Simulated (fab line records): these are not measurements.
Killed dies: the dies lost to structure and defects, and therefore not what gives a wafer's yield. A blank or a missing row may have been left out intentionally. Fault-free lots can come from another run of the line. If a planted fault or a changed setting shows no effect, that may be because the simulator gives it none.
fab line records | flow nand-harc
[record] lots = 6 | wafers = 18 | last-day = 23
route steps=1159 shown P_BONDPAD@357
lots with no fault: from the same line, run without faults
start-h: hours from the record's opening day to when the first of the lot's shown wafers began | wait-h: hours elapsed since this lot's preceding step | " same as the row above | L1.1+2: a row that stands for several wafers | - value missing, or start not given | * or withheld: withheld | < > ~ a bound
route shown NAME@n: names a module that has steps shown in the file, with the first one's number in the route | usual: mean and standard deviation over wafers with no fault | same: alike in all rows | chamber/n: place in a boat | sites: the reading at each site | _std_site: the values' standard deviation | _edge_site: the outer-site mean with the inner-site mean subtracted | radius-mm: for every site, how far away it sits from the centre of the wafer | mask NAME#n: copy n | behind: the most recent tool/chamber to have shaped the wafer | hold: why the lot was held/for how many hours/how that ended | device: transistor that didn't switch, given as n, p or np | end of line: at the end of the route, the tests of the same wafers | a step without rows: its recipe alone | killed: dies that structure and defects cost at the first sort, which is not the same as the wafer's yield | map: the dies of a wafer, with x for killed, . for not killed, _ for no die there
set.NAME: the run value of the setting; set.NAME@STEP: its run value at that earlier step | model.NAME: the simulator's own value behind a step, which no gauge read
certain route steps with their lots: each step a table, each wafer a row
services: a tool's chamber out of use, with start hour (start-h, from the record's first day; less than 0 if before it), hours out, and reason
[[steps]]
[step NHARC_P_BONDPAD_COAT_36]
[recipe] temp-c = 200 | time-s = 65
[step NHARC_P_BONDPAD_COAT_03]
[recipe] spin-rpm = 2000 | resist-thk-nm = 600
[step NHARC_P_BONDPAD_SOFTBAKE_04]
[recipe] temp-c = 125 | time-s = 70
[step NHARC_P_BONDPAD_EBR_05]
[step NHARC_P_BONDPAD_EXPOSE_06]
[recipe] na = 0.55 | dose-mj = 37.06 | mask-id = P_BPAD
[step NHARC_P_BONDPAD_PEB_07]
[recipe] peb-temp-c = 128 | peb-time-s = 80
[step NHARC_P_BONDPAD_DEVELOP_08]
[recipe] time-s = 50 | dev-temp-c = 22
[step NHARC_P_BONDPAD_CD_MEAS_09]
[recipe] target-cd-nm = 500 | landing-energy-ev = 500
[usual] cd-nm = 500.6/2.6
lot.wafer | tool      | chamber | start-h | wait-h | cd-nm
L435.1    | cd-sem-02 | 0       | 171.33  | -      | 500.4
L435.3    | "         | 0       | "       | "      | 500.9
L435.5    | "         | 0       | "       | "      | 501.8
L437.1    | cd-sem-03 | 0       | 181.43  | -      | 501.2
L437.3    | "         | 0       | "       | "      | 501.9
L437.4    | "         | 0       | "       | "      | 499.8
L441.2    | cd-sem-02 | 0       | 202.88  | -      | 496.7
L441.3    | "         | 0       | "       | "      | 495.9
L441.4    | "         | 0       | "       | "      | 492.1
L439.1    | cd-sem-02 | 0       | 204.08  | -      | 497.6
L439.4    | "         | 0       | "       | "      | 500.1
L439.6    | "         | 0       | "       | "      | 502.3
L443.1    | cd-sem-02 | 0       | 220.58  | -      | 500.9
L443.3    | "         | 0       | "       | "      | 502.4
L443.4    | "         | 0       | "       | "      | 498.5
L449.2    | cd-sem-03 | 0       | 254.50  | -      | 501.8
L449.4    | "         | 0       | "       | "      | 504.3
L449.5    | "         | 0       | "       | "      | 501.0
[step NHARC_P_BONDPAD_OVL_MEAS_38]
[usual] overlay-x-nm = 2/5.3 | overlay-y-nm = 1/6.4
lot.wafer | tool       | chamber | start-h | wait-h | overlay-x-nm | overlay-y-nm
L435.1    | overlay-02 | -       | 171.42  | -      | -2           | 0
L435.3    | "          | -       | "       | "      | -3           | -1
L435.5    | "          | -       | "       | "      | -3           | 0
L437.1    | overlay-01 | -       | 181.51  | -      | -9           | -6
L437.3    | "          | -       | "       | "      | -9           | -7
L437.4    | "          | -       | "       | "      | -8           | -7
L441.2    | overlay-02 | -       | 202.96  | -      | -6           | 5
L441.3    | "          | -       | "       | "      | -6           | 5
L441.4    | "          | -       | "       | "      | -6           | 5
L439.1    | overlay-02 | -       | 204.17  | -      | 7            | -4
L439.4    | "          | -       | "       | "      | 7            | -4
L439.6    | "          | -       | "       | "      | 8            | -4
L443.1    | overlay-02 | -       | 220.67  | -      | 1            | 0
L443.3    | "          | -       | "       | "      | 1            | 0
L443.4    | "          | -       | "       | "      | 0            | -1
L449.2    | overlay-02 | -       | 254.58  | -      | 5            | 10
L449.4    | "          | -       | "       | "      | 5            | 10
L449.5    | "          | -       | "       | "      | 5            | 10
[step NHARC_P_BONDPAD_HARDBAKE_10]
[recipe] temp-c = 118 | time-s = 65
[step NHARC_P_BONDPAD_DESCUM_11]
[recipe] time-s = 3 | o2-flow-sccm = 200 | ar-flow-sccm = 0 | bias-power-w = 0 | chemistry = O2
[usual] chamber-pressure-mTorr = 60.00/0.054 | drypump-motor-current-A = 5.4/0.42 | oes-product-au = 0.990/0.0091 | rf-vpp-V = 57.9/0.92 | showerhead-plenum-p-Torr = 1.94/0.055 | throttle-valve-pct = 11.310/0.0086
lot.wafer | tool        | chamber | start-h | wait-h | chamber-pressure-mTorr | drypump-motor-current-A | oes-product-au | rf-hours-counter-h | rf-vpp-V | showerhead-plenum-p-Torr | throttle-valve-pct
L435.3    | rie-diel-06 | 1       | 171.54  | -      | 60.01                  | 5.6                     | 1.004          | 37                 | 56.8     | 1.88                     | 11.316
L435.1    | "           | 3       | "       | "      | 60.14                  | 4.8                     | 0.990          | 34                 | 57.8     | 2.02                     | 11.305
L435.5    | "           | 1       | "       | "      | 60.04                  | 5.7                     | 1.002          | -                  | 57.8     | 1.87                     | 11.317
L437.3    | rie-diel-04 | 3       | 181.64  | -      | 60.05                  | 5.3                     | 0.982          | 5                  | 60.3     | 1.97                     | 11.311
L437.1    | "           | 0       | "       | "      | 60.07                  | 6.1                     | 0.980          | 6                  | 57.8     | 1.96                     | 11.303
L437.4    | "           | 2       | "       | "      | 60.02                  | 4.8                     | 0.981          | 5                  | 58.0     | 1.97                     | 11.328
L441.2    | rie-diel-04 | 1       | 203.09  | -      | 59.99                  | 5.2                     | 0.978          | 7                  | 57.5     | 1.88                     | 11.307
L441.3    | "           | 3       | "       | "      | 59.99                  | 5.3                     | 1.001          | 7                  | 59.0     | 1.97                     | 11.317
L441.4    | "           | 0       | "       | "      | 60.08                  | 6.0                     | 0.984          | 8                  | 60.3     | 1.96                     | 11.321
L439.4    | rie-diel-13 | 1       | 204.30  | -      | 60.00                  | 6.1                     | 0.995          | 36                 | 58.0     | 1.92                     | 11.324
L439.1    | "           | 3       | "       | "      | 60.00                  | 5.5                     | 0.991          | 35                 | 57.8     | 1.79                     | 11.315
L439.6    | "           | 0       | "       | "      | 60.05                  | 5.9                     | 1.013          | -                  | 56.4     | 1.78                     | 11.295
L443.4    | rie-diel-04 | 3       | 220.81  | -      | 59.98                  | 5.3                     | 0.988          | 9                  | 58.1     | 1.97                     | 11.304
L443.1    | "           | 0       | "       | "      | 60.05                  | 6.0                     | 1.002          | 9                  | 57.5     | 1.96                     | 11.317
L443.3    | "           | 1       | "       | "      | 60.01                  | 5.2                     | 0.978          | 9                  | 58.9     | 1.88                     | 11.305
L449.4    | rie-diel-13 | 1       | 254.71  | -      | 60.06                  | 6.1                     | 1.000          | 56                 | 56.9     | 1.92                     | 11.316
L449.2    | "           | 2       | "       | "      | 59.89                  | 5.3                     | 0.998          | 56                 | 56.7     | 1.89                     | 11.302
L449.5    | "           | 2       | "       | "      | 60.03                  | 5.4                     | 0.986          | -                  | 58.2     | 1.89                     | 11.306
[step NHARC_P_BONDPAD_ETCH_37]
[recipe] target-depth-a = 600 | overetch-a = 180 | time-s = 65.91 | ion-energy-ev = 200 | n2-flow-sccm = 150 | h2-flow-sccm = 150 | ar-flow-sccm = 0 | rf-w = 400 | bias-w = 150 | chemistry = N2/H2
[usual] chamber-pressure-mTorr = 30.003/0.03 | drypump-motor-current-A = 5.4/0.41 | oes-product-au = 0.990/0.01 | rf-fwd-power-W = 395.9/1.5 | rf-vpp-V = 431.5/1.9 | showerhead-plenum-p-Torr = 2.07/0.06 | throttle-valve-pct = 14.169/0.0093
lot.wafer | tool        | chamber | start-h | wait-h | chamber-pressure-mTorr | drypump-motor-current-A | oes-product-au | rf-fwd-power-W | rf-hours-counter-h | rf-vpp-V | showerhead-plenum-p-Torr | throttle-valve-pct
L435.3    | rie-diel-06 | 2       | 171.63  | 0.1    | 30.026                 | 5.5                     | 1.004          | 395.8          | 34                 | 434.3    | 2.16                     | 14.176
L435.1    | "           | 0       | "       | "      | 29.986                 | 5.6                     | 0.989          | 395.2          | 36                 | 431.9    | 2.10                     | 14.179
L435.5    | "           | 2       | "       | "      | 29.987                 | 5.4                     | 1.005          | 395.5          | -                  | 435.6    | 2.16                     | 14.159
L437.4    | rie-diel-04 | 0       | 181.72  | 0.1    | 30.006                 | 6.0                     | 0.983          | 394.6          | 6                  | 432.2    | 2.09                     | 14.175
L437.3    | "           | 1       | "       | "      | 30.058                 | 5.2                     | 0.978          | 395.8          | 6                  | 429.5    | 2.00                     | 14.154
L437.1    | "           | 2       | "       | "      | 29.990                 | 4.8                     | 0.989          | 396.0          | 5                  | 432.0    | 2.10                     | 14.173
L441.4    | rie-diel-04 | 0       | 203.18  | 0.1    | 29.999                 | 6.0                     | 0.989          | 395.4          | 8                  | 431.3    | 2.09                     | 14.161
L441.2    | "           | 1       | "       | "      | 29.978                 | 5.3                     | 0.969          | 395.2          | 7                  | 428.8    | 2.00                     | 14.181
L441.3    | "           | 2       | "       | "      | 29.966                 | 4.8                     | 0.992          | 394.5          | 7                  | 432.0    | 2.10                     | 14.182
L439.4    | rie-diel-13 | 2       | 204.37  | 0.1    | 29.976                 | 5.4                     | 1.001          | 397.1          | 34                 | 429.8    | 2.02                     | 14.165
L439.1    | "           | 3       | "       | "      | 30.014                 | 5.5                     | 1.002          | 396.2          | 35                 | 427.1    | 1.90                     | 14.165
L439.6    | "           | 2       | "       | "      | 30.029                 | 5.4                     | 0.994          | 397.8          | -                  | 429.4    | 2.02                     | 14.160
L443.3    | rie-diel-04 | 3       | 220.90  | 0.1    | 30.032                 | 5.3                     | 0.991          | 396.9          | 9                  | 432.2    | 2.10                     | 14.156
L443.4    | "           | 0       | "       | "      | 30.001                 | 6.0                     | 0.992          | 394.7          | 9                  | 432.2    | 2.09                     | 14.177
L443.1    | "           | 1       | "       | "      | 29.991                 | 5.3                     | 0.979          | 393.9          | 9                  | 430.0    | 2.00                     | 14.164
L449.2    | rie-diel-13 | 1       | 254.87  | 0.1    | 29.940                 | 6.1                     | 1.005          | 398.9          | 56                 | 432.9    | 2.04                     | 14.172
L449.4    | "           | 2       | "       | "      | 29.964                 | 5.4                     | 0.985          | 400.0          | 56                 | 430.4    | 2.01                     | 14.170
L449.5    | "           | 1       | "       | "      | 29.979                 | 6.2                     | 0.997          | 397.1          | -                  | 430.8    | 2.04                     | 14.193
[step NHARC_P_BONDPAD_ETCH_12]
[recipe] target-depth-a = 2000 | time-s = 100 | chf3-flow-sccm = 50 | o2-flow-sccm = 10 | ar-flow-sccm = 200 | rf-w = 500 | bias-w = 200 | chemistry = CHF3/O2
[usual] chamber-pressure-mTorr = 25.00/0.031 | drypump-motor-current-A = 5.4/0.41 | oes-product-au = 0.927/0.02 | rf-fwd-power-W = 496.4/1.6 | rf-vpp-V = 371.4/1.7 | showerhead-plenum-p-Torr = 2.44/0.066 | throttle-valve-pct = 20.572/0.0091
lot.wafer | tool        | chamber | start-h | wait-h | chamber-pressure-mTorr | drypump-motor-current-A | oes-product-au | rf-fwd-power-W | rf-hours-counter-h | rf-vpp-V | showerhead-plenum-p-Torr | throttle-valve-pct
L435.1    | rie-diel-06 | 3       | 171.72  | -      | 25.02                  | 4.8                     | 0.920          | 497.9          | 34                 | 374.2    | 2.53                     | 20.594
L435.3    | "           | 1       | "       | "      | 25.00                  | 5.7                     | 0.908          | 495.9          | 37                 | 369.2    | 2.36                     | 20.561
L435.5    | "           | 0       | "       | "      | 25.01                  | 5.6                     | 0.910          | 495.3          | -                  | 371.3    | 2.47                     | 20.575
L437.1    | rie-diel-04 | 3       | 181.82  | -      | 25.03                  | 5.3                     | 0.916          | 495.7          | 5                  | 372.6    | 2.47                     | 20.574
L437.4    | "           | 0       | "       | "      | 25.03                  | 6.1                     | 0.912          | 495.6          | 6                  | 372.7    | 2.46                     | 20.578
L437.3    | "           | 1       | "       | "      | 24.97                  | 5.2                     | 0.917          | 497.1          | 6                  | 370.2    | 2.36                     | 20.577
L441.3    | rie-diel-04 | 0       | 203.26  | -      | 25.00                  | 6.0                     | 0.958          | 495.5          | 8                  | 371.3    | 2.46                     | 20.558
L441.4    | "           | 2       | "       | "      | 24.99                  | 4.9                     | 1.191          | 696.0          | 7                  | 372.2    | 2.47                     | 20.577
L441.2    | "           | 3       | "       | "      | 24.95                  | 5.3                     | 0.969          | 495.6          | 7                  | 370.8    | 2.47                     | 20.570
L439.4    | rie-diel-13 | 3       | 204.83  | -      | 24.99                  | 5.5                     | 0.953          | 496.9          | 35                 | 367.5    | 2.25                     | 20.581
L439.1    | "           | 1       | "       | "      | 25.00                  | 6.1                     | 0.952          | 498.5          | 37                 | 371.1    | 2.41                     | 20.562
L439.6    | "           | 3       | "       | "      | 24.99                  | 5.5                     | 0.946          | 496.4          | -                  | 367.9    | 2.25                     | 20.569
L443.4    | rie-diel-04 | 0       | 220.99  | -      | 25.03                  | 6.0                     | 0.925          | 493.8          | 9                  | 372.1    | 2.46                     | 20.567
L443.3    | "           | 2       | "       | "      | 25.04                  | 4.8                     | 1.131          | 696.1          | 9                  | 372.5    | 2.47                     | 20.572
L443.1    | "           | 3       | "       | "      | 24.99                  | 5.3                     | 0.923          | 496.6          | 9                  | 372.2    | 2.47                     | 20.587
L449.4    | rie-diel-13 | 1       | 255.13  | -      | 24.97                  | 6.1                     | 0.923          | 497.0          | 56                 | 370.3    | 2.41                     | 20.563
L449.2    | "           | 0       | "       | "      | 25.25                  | 5.9                     | 0.914          | 493.9          | 56                 | 368.9    | 2.23                     | 20.577
L449.5    | "           | 1       | "       | "      | 25.03                  | 6.1                     | 0.916          | 495.8          | -                  | 370.2    | 2.41                     | 20.585
[step NHARC_P_BONDPAD_CD_MEAS_13]
[usual] cd-nm = 499.1/2.9
lot.wafer | tool      | chamber | start-h | wait-h | cd-nm
L435.1    | cd-sem-02 | -       | 171.86  | -      | 499.1
L435.3    | "         | -       | "       | "      | 499.7
L435.5    | "         | -       | "       | "      | 501.5
L437.1    | cd-sem-03 | -       | 181.95  | -      | 496.6
L437.3    | "         | -       | "       | "      | 500.2
L437.4    | "         | -       | "       | "      | 498.4
L441.2    | cd-sem-02 | -       | 203.40  | -      | 494.4
L441.3    | "         | -       | "       | "      | 493.2
L441.4    | "         | -       | "       | "      | 492.8
L439.1    | cd-sem-02 | -       | 204.96  | -      | 495.7
L439.4    | "         | -       | "       | "      | 498.3
L439.6    | "         | -       | "       | "      | 499.6
L443.1    | cd-sem-02 | -       | 221.13  | -      | 497.8
L443.3    | "         | -       | "       | "      | 505.3
L443.4    | "         | -       | "       | "      | 496.0
L449.2    | cd-sem-02 | -       | 255.27  | -      | 500.7
L449.4    | "         | -       | "       | "      | 502.1
L449.5    | "         | -       | "       | "      | 499.1
[[services]]
tool        | chamber | start-h | hours | kind
rie-diel-13 | 0       | 158.27  | -     | clean
rie-diel-06 | 2       | 166.59  | 1.2   | repair
rie-diel-13 | 1       | 168.66  | 1.4   | repair
rie-diel-04 | 0       | 170.00  | -     | clean
rie-diel-04 | 1       | 170.00  | -     | clean
rie-diel-04 | 2       | 170.00  | -     | clean
rie-diel-04 | 3       | 170.00  | -     | clean
rie-diel-04 | -       | 184.48  | 1.1   | repair
rie-diel-04 | 0       | 194.50  | -     | clean
rie-diel-04 | 1       | 194.50  | -     | clean
rie-diel-04 | 2       | 194.50  | -     | clean
rie-diel-04 | 3       | 194.50  | -     | clean
rie-diel-13 | 3       | 218.18  | 5.8   | repair
rie-diel-04 | 0       | 219.00  | -     | clean
rie-diel-04 | 1       | 219.00  | -     | clean
rie-diel-04 | 2       | 219.00  | -     | clean
rie-diel-04 | 3       | 219.00  | -     | clean
rie-diel-06 | 2       | 225.22  | 6.5   | repair
rie-diel-06 | 2       | 239.20  | 17.2  | repair
rie-diel-06 | -       | 241.58  | 9.0   | pm
rie-diel-04 | 0       | 243.50  | -     | clean
rie-diel-04 | 1       | 243.50  | -     | clean
rie-diel-04 | 2       | 243.50  | -     | clean
rie-diel-04 | 3       | 243.50  | -     | clean
[[key]]
[first-sign] step = NHARC_P_BONDPAD_ETCH_12 | reading = rf-fwd-power-W | direction = up | sigmas = 99+ | usual = * | struck = *
[effect] step = NHARC_P_BONDPAD_ETCH_12 | reading = oes-product-au | direction = up | sigmas = 12 | usual = 0.927 | struck = 1.161
met-at NHARC_P_BONDPAD_ETCH_12
struck-wafers L441.4,L443.3
[fault] kind = process-parameter-drift | tool = rie-diel-04 | chamber = 2 | onset-h = 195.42 | steps = NHARC_P_BONDPAD_ETCH_12 | channel = rf-w | offset = * | shape = step | end-h = 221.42 | acts-in = * | stated = *
